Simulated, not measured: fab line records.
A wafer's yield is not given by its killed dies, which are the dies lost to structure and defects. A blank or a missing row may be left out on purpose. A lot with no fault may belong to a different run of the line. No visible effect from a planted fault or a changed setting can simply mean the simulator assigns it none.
fab line records	flow n5Finfet
record lots=7	wafers=21
route steps=1938 shown BEOL_M15@1773 TV_OPEN@1888 PASSIVATION@1915
startH: the number of hours between the record's first day and the start of the first shown wafer of the lot	waitH: hours since the lot's step before	" as in the row above	L1.1+2: several wafers, shown together as one row	- no value, or no start was given	* or withheld: withheld	< > ~ a bound
route shown NAME@n: a module of which the file shows steps, and the number in the route of the first	usual: average and standard deviation across the fault-free wafers	same: alike in all rows	chamber/n: place in a boat	sites: per-site readings	_std_site: the values' standard deviation	_edge_site: mean of outer sites minus mean of inner sites	radiusMm: for every site, how far away it sits from the centre of the wafer	mask NAME#n: copy n	behind: tool/chamber where the wafer was last shaped	hold: cause of the lot's hold/its duration in hours/its outcome	device: which transistor (n, p or np) failed to switch	end of line: the route-end tests of the same wafers	a step without rows: its recipe alone	killed: the dies lost at the first sort to structure and to defects; this is not the yield of the wafer	map: the dies of a wafer, with x for killed, . for not killed, _ for no die there
set.NAME: the run value of the setting; set.NAME@STEP: its run value at that earlier step	model.NAME: the simulator's own value behind a step, which no gauge read
lots whose settings were changed on purpose; a table a step, a row a wafer
## steps
# step N5_BEOL_M15_ILD_DEP_00
# recipe material=SiO2	targetThkA=16293	tempC=400	precursor=TEOS/O2	pressureTorr=6.5	rfW=900	teosFlowSccm=161.4	gas=O2	flowSccm=2650	timeS=346.1
lot.wafer	tool	chamber	startH	waitH	set.timeS	model.SiO2_of_BEOL_M15_ILD_DEP_00.thkNm
L074.1	pecvd-04	2	290.66	0.0	346.1	1640
L074.2	"	0	"	"	346.1	1625
L074.3	"	1	"	"	346.1	1636
L075.1	pecvd-02	1	294.62	0.0	389.2	1816
L075.3	"	0	"	"	346.1	1615
L075.5	"	2	"	"	389.2	1834
L081.2	pecvd-04	1	313.00	0.0	332.7	1574
L081.3	"	0	"	"	346.1	1643
L081.4	"	1	"	"	346.1	1658
L084.3	pecvd-02	0	336.32	0.0	346.1	1609
L084.4	"	1	"	"	346.1	1647
L084.6	"	2	"	"	346.1	1638
L085.1	pecvd-04	0	345.89	0.0	378.6	1787
L085.2	"	1	"	"	378.6	1775
L085.6	"	1	"	"	346.1	1662
L092.2	pecvd-04	0	384.76	0.0	313.3	1455
L092.3	"	1	"	"	346.1	1611
L092.5	"	2	"	"	346.1	1671
L094.2	pecvd-02	1	385.46	0.0	346.1	1655
L094.3	"	0	"	"	346.1	1680
L094.6	"	2	"	"	361.8	1745
# step N5_BEOL_M15_THK_MEAS_01
# recipe reads=SiO2_of_BEOL_M15_ILD_DEP_00
# usual M15_ILD_THK=1635/23
lot.wafer	tool	chamber	startH	waitH	set.timeS@BEOL_M15_ILD_DEP_00	M15_ILD_THK[nm]
L074.1	filmMetro-01	-	290.91	0.1	346.1	1641
L074.2	"	-	"	"	346.1	1624
L074.3	"	-	"	"	346.1	1636
L075.1	filmMetro-02	-	294.87	0.1	389.2	1816
L075.3	"	-	"	"	346.1	1614
L075.5	"	-	"	"	389.2	1835
L081.2	filmMetro-02	-	313.36	0.3	332.7	1574
L081.3	"	-	"	"	346.1	1643
L081.4	"	-	"	"	346.1	1658
L084.3	filmMetro-02	-	336.57	0.1	346.1	1608
L084.4	"	-	"	"	346.1	1647
L084.6	"	-	"	"	346.1	1637
L085.1	filmMetro-01	-	346.14	0.1	378.6	1788
L085.2	"	-	"	"	378.6	1775
L085.6	"	-	"	"	346.1	1662
L092.2	filmMetro-02	-	385.01	0.1	313.3	1455
L092.3	"	-	"	"	346.1	1611
L092.5	"	-	"	"	346.1	1670
L094.2	filmMetro-02	-	385.71	0.1	346.1	1654
L094.3	"	-	"	"	346.1	1679
L094.6	"	-	"	"	361.8	1745
# step N5_BEOL_M15_COAT_58
# recipe resist=BARC	tempC=205	timeS=60	spinRpm=1500	resistThkNm=89
# step N5_BEOL_M15_COAT_04
# recipe spinRpm=1704	resistThkNm=800
# step N5_BEOL_M15_DESCUM_15
# recipe chemistry=O2	timeS=7.9	sourcePowerW=50	biasPowerW=20	pressureMtorr=20	rfFrequencyHz=2.712e+07	tempC=40	o2FlowSccm=225
# step N5_BEOL_M15_ETCH_59
# recipe chemistry=N2/H2	target=BARC	targetDepthA=890	overetchA=267	timeS=67.9	ionEnergyEv=200	pressureMtorr=30	sourceW=840	biasW=150	n2FlowSccm=200	h2FlowSccm=200
# step N5_BEOL_M15_VIA_ETCH_16
# recipe chemistry=C4F8/O2/Ar	target=SiO2	heInnerTorr=15	heOuterTorr=30	targetDepthA=17922	timeS=withheld	ionEnergyEv=800	pressureMtorr=20	sourceW=1905	biasW=2040	Ar_flow_sccm=400	C4F8_flow_sccm=16	O2_flow_sccm=12	ends=cleared
lot.wafer	tool	chamber	startH	waitH	set.timeS@BEOL_M15_ILD_DEP_00	model.etch.depthNm	model.coat_of_BEOL_M15_COAT_04.thkNm
L074.1	rieDiel-05	2	291.52	0.0	*	1640	335.4
L074.2	"	0	"	"	*	1625	345.8
L074.3	"	3	"	"	*	1636	334.8
L075.1	rieDiel-04	2	295.72	0.0	*	1816	293.8
L075.3	"	3	"	"	*	1615	329.8
L075.5	"	0	"	"	*	1834	291.2
L081.2	rieDiel-02	0	313.84	0.0	*	1574	352.4
L081.3	"	2	"	"	*	1643	333.4
L081.4	"	0	"	"	*	1658	329.6
L084.3	rieDiel-04	2	337.17	0.0	*	1609	343.4
L084.4	"	1	"	"	*	1647	338.8
L084.6	"	0	"	"	*	1638	339.2
L085.1	rieDiel-05	2	346.65	0.0	*	1787	302.8
L085.2	"	3	"	"	*	1775	305.2
L085.6	"	1	"	"	*	1662	325.8
L092.2	rieDiel-05	2	385.88	0.0	*	1455	382.6
L092.3	"	3	"	"	*	1611	344
L092.5	"	1	"	"	*	1671	326
L094.2	rieDiel-02	2	386.24	0.1	*	1655	333.6
L094.3	"	2	"	"	*	1680	325.4
L094.6	"	2	"	"	*	1745	311.6
# step N5_BEOL_M15_TRENCH_ETCH_34
# recipe chemistry=C4F8/O2/Ar	target=SiO2	targetDepthA=8729.3	heInnerTorr=15	heOuterTorr=30	timeS=199	ionEnergyEv=800	pressureMtorr=20	sourceW=1905	biasW=2040	Ar_flow_sccm=400	C4F8_flow_sccm=16	O2_flow_sccm=12
# usual rfVppV=2236/22
lot.wafer	tool	chamber	startH	waitH	set.biasW	rfVppV
L074.1	rieDiel-05	1	293.26	0.0	2040	2220
L074.2	"	0	"	"	2040	2250
L074.3	"	3	"	"	2040	2275
L075.1	rieDiel-02	2	297.30	0.0	2314	2445
L075.3	"	1	"	"	2314	2426
L075.5	"	2	"	"	2314	2446
L081.2	rieDiel-04	0	315.50	0.0	2040	2249
L081.3	"	1	"	"	2040	2246
L081.4	"	1	"	"	2040	2245
L084.3	rieDiel-02	1	338.63	0.0	2040	2222
L084.4	"	3	"	"	2040	2226
L084.6	"	3	"	"	2040	2227
L085.1	rieDiel-04	2	348.69	0.0	2040	2208
L085.2	"	1	"	"	2040	2245
L085.6	"	1	"	"	2341	2469
L092.2	rieDiel-05	3	387.47	0.0	2228	2415
L092.3	"	0	"	"	2228	2392
L092.5	"	0	"	"	2040	2247
L094.2	rieDiel-02	1	387.86	0.0	2040	2221
L094.3	"	2	"	"	1719	1987
L094.6	"	1	"	"	2040	2221
# step N5_PASSIVATION_VIA_ETCH_13
# recipe chemistry=CHF3/O2	target=SiO2	targetDepthA=6600	CHF3_flow_sccm=50	O2_flow_sccm=5	Ar_flow_sccm=200	timeS=330	maskMaterial=PR	pressureMtorr=30	sourceW=650	biasW=170	ionEnergyEv=200	ends=cleared
# usual rfVppV=528/6.4
lot.wafer	tool	chamber	startH	waitH	set.biasW	rfVppV
L074.1	rieDiel-05	0	308.25	0.0	170	530
L074.2	"	2	"	"	170	514
L074.3	"	3	"	"	170	538
L075.1	rieDiel-04	1	312.47	0.0	170	530
L075.3	"	2	"	"	191.1	572
L075.5	"	1	"	"	191.1	581
L081.2	rieDiel-04	3	327.08	0.0	151.1	491
L081.3	"	1	"	"	170	528
L081.4	"	2	"	"	151.1	473
L084.3	rieDiel-02	2	347.98	0.0	154.8	491
L084.4	"	3	"	"	154.8	486
L084.6	"	1	"	"	170	522
L085.1	rieDiel-04	0	360.10	0.0	170	531
L085.2	"	2	"	"	170	520
L085.6	"	3	"	"	185.6	579
L092.2	rieDiel-05	0	401.93	0.0	170	532
L092.3	"	2	"	"	143.7	449
L092.5	"	0	"	"	170	531
L094.2	rieDiel-05	3	402.41	0.0	170	537
L094.3	"	0	"	"	170	532
L094.6	"	0	"	"	170	530
# step N5_PASSIVATION_PECVD_53
# recipe material=SiO2	targetThkA=8000	tempC=400	precursor=TEOS/O2	pressureTorr=6.5	rfW=withheld	teosFlowSccm=withheld	gas=O2	flowSccm=2650	timeS=169.4
lot.wafer	tool	chamber	startH	waitH	set.timeS	model.SiO2_of_PASSIVATION_PECVD_53.thkNm
L074.1	pecvd-01	0	311.41	0.0	169.4	800.6
L074.2	"	2	"	"	169.4	797.8
L074.3	"	1	"	"	169.4	786.2
L075.1	pecvd-04	1	315.79	0.0	169.4	779
L075.3	"	1	"	"	169.4	777.8
L075.5	"	0	"	"	169.4	799
L081.2	pecvd-01	0	329.69	0.0	169.4	806.4
L081.3	"	1	"	"	169.4	775.4
L081.4	"	2	"	"	169.4	806.2
L084.3	pecvd-02	2	352.07	0.0	169.4	802
L084.4	"	1	"	"	191.6	905.6
L084.6	"	0	"	"	169.4	818.6
L085.1	pecvd-01	2	363.31	0.0	169.4	813.2
L085.2	"	1	"	"	169.4	781.4
L085.6	"	1	"	"	169.4	801.2
L092.2	pecvd-02	1	404.45	0.0	169.4	770.8
L092.3	"	2	"	"	169.4	790.2
L092.5	"	0	"	"	191.6	907.8
L094.2	pecvd-04	1	404.78	0.0	169.4	788.4
L094.3	"	2	"	"	187.4	875
L094.6	"	2	"	"	187.4	891
# step N5_PASSIVATION_DEVELOP_43
# recipe developTimeS=60	rinseLiquid=diw	dry=airSpin	devTempC=21
lot.wafer	tool	chamber	startH	waitH	set.developTimeS
L074.1+2+3	lithoTrack-02	0	-	-	60
L075.1+5	lithoTrack-02	0	-	-	60
L075.3	"	0	"	"	67.48
L081.2+4	lithoTrack-02	0	-	-	60
L081.3	"	0	"	"	71.5
L084.3	lithoTrack-02	0	-	-	60
L084.4+6	"	0	"	"	56.12
L085.1+6	lithoTrack-02	0	-	-	70.67
L085.2	"	0	"	"	60
L092.2+5	lithoTrack-04	0	-	-	67.93
L092.3	"	0	"	"	60
L094.2	lithoTrack-04	0	-	-	48.24
L094.3+6	"	0	"	"	60
# step N5_PASSIVATION_HARDBAKE_45
# recipe tempC=130	timeS=120
# step N5_PASSIVATION_SRD_72
# recipe dry=ipaMarangoni	timeS=30	tempC=23	rinseLiquid=diw
# step N5_PASSIVATION_ANNEAL_56
# recipe tempC=400	timeS=1800	ambient=FGA	idleTempC=300	rampUpCPerMin=5	rampDownCPerMin=3
# step N5_PASSIVATION_PROBE_49
# usual killed_at_M0_to_M3=35/11	killed_at_M4_up=14/5.4	killedAtContacts=13/6	killedAtFrontEnd=38/11	killedAtOther=3.4/2.6	killedDies=104/19	killedOpen=68/13	killedShort=34/8.5
# same grossDies=1180	killedAtBackSide=0
lot.wafer	tool	chamber	startH	waitH	set.timeS@PASSIVATION_PECVD_53	killed_at_M0_to_M3	killed_at_M4_up	killedAtContacts	killedAtFrontEnd	killedAtOther	killedDies	killedOpen	killedShort
L074.1	prober-01	-	315.08	0.0	169.4	52	22	15	39	1	129	81	37
L074.2	prober-01	-	315.13	0.1	169.4	41	6	20	15	5	87	54	32
L074.3	prober-01	-	315.18	0.1	169.4	32	20	12	48	4	116	76	38
L075.1	prober-02	-	320.27	0.2	169.4	41	12	2	26	3	84	52	32
L075.3	prober-02	-	320.37	0.3	169.4	39	13	10	33	5	100	66	32
L075.5	prober-02	-	320.47	0.4	169.4	39	12	3	14	1	69	46	23
L081.2	prober-01	-	333.53	0.1	169.4	41	22	4	37	1	105	70	34
L081.3	prober-01	-	333.58	0.1	169.4	54	9	12	707	0	782	67	52
L081.4	prober-01	-	333.63	0.2	169.4	37	10	15	40	3	105	69	30
L084.3	prober-02	-	355.97	0.1	169.4	39	402	10	41	5	497	80	33
L084.4	prober-02	-	356.02	0.2	191.6	42	19	12	1107	0	1180	76	43
L084.6	prober-02	-	356.12	0.3	169.4	57	25	12	1082	4	1180	95	49
L085.1	prober-01	-	367.12	0.0	169.4	95	17	23	71	3	209	107	30
L085.2	prober-01	-	367.17	0.1	169.4	36	15	12	37	2	102	61	41
L085.6	prober-01	-	367.37	0.3	169.4	103	18	21	43	3	188	95	41
L092.2	prober-02	-	408.33	0.1	169.4	37	17	16	23	3	96	72	24
L092.3	prober-02	-	408.38	0.1	169.4	27	13	22	63	3	128	70	36
L092.5	prober-02	-	408.48	0.2	191.6	34	6	10	48	985	1083	68	31
L094.2	prober-01	-	409.02	0.1	169.4	31	22	20	67	0	140	94	43
L094.3	prober-01	-	409.07	0.1	187.4	45	10	29	56	664	804	82	43
L094.6	prober-01	-	409.22	0.3	187.4	92	20	19	33	647	811	90	40
# killed by level:class
L074.1 BEOL_M0_SAQP:geometricParticle:open=12 MOL_CONTACT_COAG:geometricParticle:open=11 BEOL_M2:geometricParticle:open=9 BEOL_M3:geometricParticle:open=8 HKMG_FIN:areaEtch=8 BEOL_M0_SAQP:geometricParticle:short=7 BEOL_M1:geometricParticle:open=6 BEOL_M4:geometricParticle:open=6
L074.2 MOL_CONTACT_COAG:geometricParticle:open=14 BEOL_M3:geometricParticle:open=13 BEOL_M1:geometricParticle:open=7 BEOL_M2:geometricParticle:short=7 BEOL_M0:geometricParticle:open=6 MOL_CONTACT_COAG:geometricParticle:short=6 STARTING-WAFER:geometricParticle:short=4 FIN_SAQP:geometricParticle:open=3
L074.3 FIN_SAQP:geometricParticle:short=13 FIN_SAQP:geometricParticle:open=9 STI_FIN_REVEAL:geometricParticle:open=9 MOL_CONTACT_COAG:geometricParticle:open=9 BEOL_M4:geometricParticle:open=9 BEOL_M3:geometricParticle:open=8 BEOL_M2:geometricParticle:short=5 GATE_CUT:geometricParticle:short=5
L075.1 BEOL_M3:geometricParticle:open=13 BEOL_M0_SAQP:geometricParticle:open=8 BEOL_M0_SAQP:geometricParticle:short=7 BEOL_M1:geometricParticle:open=7 STARTING-WAFER:geometricParticle:short=7 FIN_SAQP:geometricParticle:short=4 BEOL_M4:geometricParticle:open=4 GATE_CUT:geometricParticle:short=3
L075.3 FIN_SAQP:geometricParticle:open=9 MOL_CONTACT_COAG:geometricParticle:open=9 BEOL_M3:geometricParticle:open=8 BEOL_M0_SAQP:geometricParticle:short=7 BEOL_M0_SAQP:geometricParticle:open=6 BEOL_M2:geometricParticle:open=6 BEOL_M1:geometricParticle:open=5 BEOL_M3:geometricParticle:short=5
L075.5 BEOL_M1:geometricParticle:open=8 BEOL_M0_SAQP:geometricParticle:open=6 BEOL_M0_SAQP:geometricParticle:short=6 BEOL_M3:geometricParticle:open=6 BEOL_M4:geometricParticle:open=6 BEOL_M0:geometricParticle:short=4 BEOL_M1:geometricParticle:short=4 FIN_SAQP:geometricParticle:open=3
L081.2 BEOL_M4:geometricParticle:open=11 BEOL_M0_SAQP:geometricParticle:short=9 BEOL_M3:geometricParticle:open=9 FIN_SAQP:geometricParticle:short=7 BEOL_M0_SAQP:geometricParticle:open=7 BEOL_M2:geometricParticle:open=7 FIN_SAQP:geometricParticle:open=6 GATE_CUT:geometricParticle:short=6
L081.3 GATE_CUT:areaExpose=661 BEOL_M0_SAQP:geometricParticle:short=20 BEOL_M0_SAQP:geometricParticle:open=12 FIN_SAQP:geometricParticle:open=10 STI_FIN_REVEAL:geometricParticle:open=8 GATE_CUT:geometricParticle:short=8 BEOL_M1:geometricParticle:open=8 FIN_SAQP:geometricParticle:short=7
L081.4 MOL_CONTACT_COAG:geometricParticle:open=11 BEOL_M2:geometricParticle:open=9 BEOL_M3:geometricParticle:open=8 BEOL_M1:geometricParticle:open=7 FIN_SAQP:geometricParticle:open=5 GATE_CUT:geometricParticle:short=5 BEOL_M2:geometricParticle:short=5 BEOL_M4:geometricParticle:open=5
L084.3 BEOL_M10:areaEtch=384 STI_FIN_REVEAL:geometricParticle:open=13 FIN_SAQP:geometricParticle:short=11 BEOL_M2:geometricParticle:open=9 MOL_CONTACT_COAG:geometricParticle:open=8 FIN_SAQP:geometricParticle:open=7 BEOL_M1:geometricParticle:open=6 BEOL_M3:geometricParticle:open=6
L084.4 FIN_CUT:areaEtch=1061 BEOL_M1:geometricParticle:short=12 BEOL_M4:geometricParticle:open=10 FIN_SAQP:geometricParticle:short=10 MOL_CONTACT_COAG:geometricParticle:open=10 FIN_SAQP:geometricParticle:open=9 STI_FIN_REVEAL:geometricParticle:open=9 BEOL_M0:geometricParticle:open=7
L084.6 FIN_CUT:areaEtch=1032 FIN_SAQP:geometricParticle:open=12 BEOL_M0_SAQP:geometricParticle:short=11 MOL_CONTACT_COAG:geometricParticle:open=10 BEOL_M2:geometricParticle:open=9 FIN_SAQP:geometricParticle:short=8 BEOL_M0_SAQP:geometricParticle:open=8 BEOL_M1:geometricParticle:open=8
L085.1 BEOL_M0_SAQP:areaExpose=55 MOL_CONTACT_COAG:geometricParticle:open=20 FIN_SAQP:geometricParticle:open=17 STI_FIN_REVEAL:geometricParticle:open=17 GATE_CUT:areaExpose=17 BEOL_M0_SAQP:geometricParticle:short=12 BEOL_M0_SAQP:geometricParticle:open=9 BEOL_M4:geometricParticle:open=8
L085.2 FIN_SAQP:geometricParticle:open=9 BEOL_M0_SAQP:geometricParticle:short=9 GATE_CUT:geometricParticle:short=8 MOL_CONTACT_COAG:geometricParticle:open=7 STI_FIN_REVEAL:geometricParticle:open=6 BEOL_M1:geometricParticle:open=6 BEOL_M2:geometricParticle:open=6 BEOL_M3:geometricParticle:open=6
L085.6 BEOL_M0_SAQP:areaExpose=52 MOL_CONTACT_COAG:geometricParticle:open=18 FIN_SAQP:geometricParticle:open=16 BEOL_M0_SAQP:geometricParticle:open=13 BEOL_M3:geometricParticle:open=13 STI_FIN_REVEAL:geometricParticle:open=10 BEOL_M0_SAQP:geometricParticle:short=10 BEOL_M4:geometricParticle:open=7
L092.2 BEOL_M2:geometricParticle:open=17 MOL_CONTACT_COAG:geometricParticle:open=12 FIN_SAQP:geometricParticle:open=8 BEOL_M4:geometricParticle:open=7 FIN_SAQP:geometricParticle:short=4 DUMMY_GATE:geometricParticle:open=4 MOL_CONTACT_COAG:geometricParticle:short=4 BEOL_M0_SAQP:geometricParticle:short=4
L092.3 FIN_CUT:areaEtch=21 MOL_CONTACT_COAG:geometricParticle:open=14 FIN_SAQP:geometricParticle:open=13 BEOL_M2:geometricParticle:open=10 MOL_CONTACT_COAG:geometricParticle:short=8 FIN_SAQP:geometricParticle:short=7 STI_FIN_REVEAL:geometricParticle:open=6 BEOL_M4:geometricParticle:open=4
L092.5 PASSIVATION:areaPecvd=983 BEOL_M2:geometricParticle:open=15 STI_FIN_REVEAL:geometricParticle:open=13 GATE_CUT:geometricParticle:short=7 MOL_CONTACT_COAG:geometricParticle:open=7 FIN_SAQP:geometricParticle:open=5 BEOL_M0_SAQP:geometricParticle:open=5 FIN_SAQP:geometricParticle:short=4
L094.2 STI_FIN_REVEAL:geometricParticle:open=20 MOL_CONTACT_COAG:geometricParticle:open=16 FIN_SAQP:geometricParticle:short=14 BEOL_M4:geometricParticle:open=14 BEOL_M3:geometricParticle:open=9 FIN_SAQP:geometricParticle:open=8 STI_FIN_REVEAL:geometricParticle:short=5 BEOL_M0_SAQP:geometricParticle:short=5
L094.3 PASSIVATION:areaPecvd=662 MOL_CONTACT_COAG:geometricParticle:open=19 FIN_CUT:areaEtch=16 FIN_SAQP:geometricParticle:open=14 BEOL_M0_SAQP:geometricParticle:open=12 MOL_CONTACT_COAG:geometricParticle:short=10 BEOL_M2:geometricParticle:open=8 BEOL_M3:geometricParticle:short=8
L094.6 PASSIVATION:areaPecvd=646 BEOL_M2:areaExpose=35 MOL_CONTACT_COAG:geometricParticle:open=16 BEOL_M3:geometricParticle:open=16 BEOL_M4:geometricParticle:open=14 BEOL_M0_SAQP:geometricParticle:short=12 FIN_SAQP:geometricParticle:open=9 BEOL_M2:geometricParticle:open=8
## key
split step=N5_BEOL_M15_ILD_DEP_00	setting=timeS	stated=346.1	by=wafer
response step=N5_BEOL_M15_ILD_DEP_00	reading=model.SiO2_of_BEOL_M15_ILD_DEP_00.thkNm	change=+16.7	per=1%	r=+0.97
response step=N5_BEOL_M15_THK_MEAS_01	reading=M15_ILD_THK	change=+16.7	per=1%	r=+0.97
response step=N5_BEOL_M15_VIA_ETCH_16	reading=model.etch.depthNm	change=+16.7	per=1%	r=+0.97
response step=N5_BEOL_M15_VIA_ETCH_16	reading=model.coat_of_BEOL_M15_COAT_04.thkNm	change=-3.48	per=1%	r=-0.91
split step=N5_BEOL_M15_TRENCH_ETCH_34	setting=biasW	stated=2040	by=wafer
response step=N5_BEOL_M15_TRENCH_ETCH_34	reading=rfVppV	change=+15.8	per=1%	r=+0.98
split step=N5_PASSIVATION_VIA_ETCH_13	setting=biasW	stated=170	by=wafer
response step=N5_PASSIVATION_VIA_ETCH_13	reading=rfVppV	change=+4.65	per=1%	r=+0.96
split step=N5_PASSIVATION_PECVD_53	setting=timeS	stated=169.4	by=wafer
response step=N5_PASSIVATION_PECVD_53	reading=model.SiO2_of_PASSIVATION_PECVD_53.thkNm	change=+8.59	per=1%	r=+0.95
response step=N5_PASSIVATION_PROBE_49	reading=killedAtOther	shape=bent	atLowest=2.7	atStated=2.7	atHighest=492.5
split step=N5_PASSIVATION_DEVELOP_43	setting=developTimeS	stated=60	by=wafer
response none clear
